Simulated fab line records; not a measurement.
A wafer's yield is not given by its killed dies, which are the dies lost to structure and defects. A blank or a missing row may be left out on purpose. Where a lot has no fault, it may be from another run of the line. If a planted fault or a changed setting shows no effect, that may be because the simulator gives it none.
Which tool was responsible? -- flow nand-harc -- 12 lots with 36 wafers sampled at 2 steps, on a route of 1159 steps

## WHAT EACH GAUGE READ, for each wafer
NHARC_P_CONTACT_CD_MEAS_12 targets a cd of 90 nm.
lot,measured,on,cd-nm (nm)
L074,day 5 13:07,cd-sem-01,91.9 91.2 91.1
L076,day 6 02:59,cd-sem-03,90.0 90.8 90.2
L079,day 7 03:56,cd-sem-02,89.0 90.4 90.6
L082,day 7 17:02,cd-sem-01,89.4 91.0 90.7
L083,day 7 22:22,cd-sem-01,90.3 91.8 90.5
L085,day 8 20:46,cd-sem-02,90.7 90.2 89.7
L087,day 8 22:50,cd-sem-02,89.1 90.5 90.3
L089,day 9 12:50,cd-sem-01,91.7 92.4 90.5
L091,day 9 18:37,cd-sem-01,90.9 90.7 91.3
L093,day 10 04:23,cd-sem-03,89.7 90.3 90.3
L094,day 10 18:03,cd-sem-01,89.9 91.0 90.0
L096,day 11 08:43,cd-sem-03,91.0 91.1 91.0

## WHICH TOOL RAN EACH LOT (tool, then ch and the chambers of the sampled wafers, then the start)
lot,NHARC_P_CONTACT_DEP_00
L074,"pecvd-04 ch 0,1,2, day 5 13:07 or earlier"
L076,"pecvd-04 ch 0,1,2, day 6 02:59 or earlier"
L079,"pecvd-01 ch 0,1,2, day 7 03:56 or earlier"
L082,"pecvd-01 ch 0,1,2, day 7 17:02 or earlier"
L083,"pecvd-03 ch 0,2, day 7 20:59"
L085,"pecvd-01 ch 1,2, day 8 19:30"
L087,"pecvd-01 ch 1,2, day 8 21:35"
L089,"pecvd-01 ch 0,1, day 9 12:50 or earlier"
L091,"pecvd-03 ch 0,1,2, day 9 18:37 or earlier"
L093,"pecvd-04 ch 0,2, day 10 04:23 or earlier"
L094,"pecvd-04 ch 0,1,2, day 10 18:03 or earlier"
L096,"pecvd-03 ch 0,2, day 11 08:43 or earlier"
- NHARC_P_CONTACT_DEP_00: deposits SiO2, target thk 500 nm.

## THE ANSWER, worked out from the rows above alone
Rule: the lots themselves supply what counts as usual. The widest of any qualifying gaps counts: lots, ordered by their means at a reading, are off when they make up no more than a third of the lots, leave a main group of 4 or more, and stand apart from it by 3 or more times the standard deviation of that group's means. A main group whose means are all the same, to the digits that the tables above print for the reading, isn't used. Also off: a lot with no number at a reading for which 4 or more lots have one. The other lots that the step has rows for count as sound.
Across all readings shown, no lot is off: no conclusion can be drawn from this.

## WHAT THE SIMULATOR PUT IN
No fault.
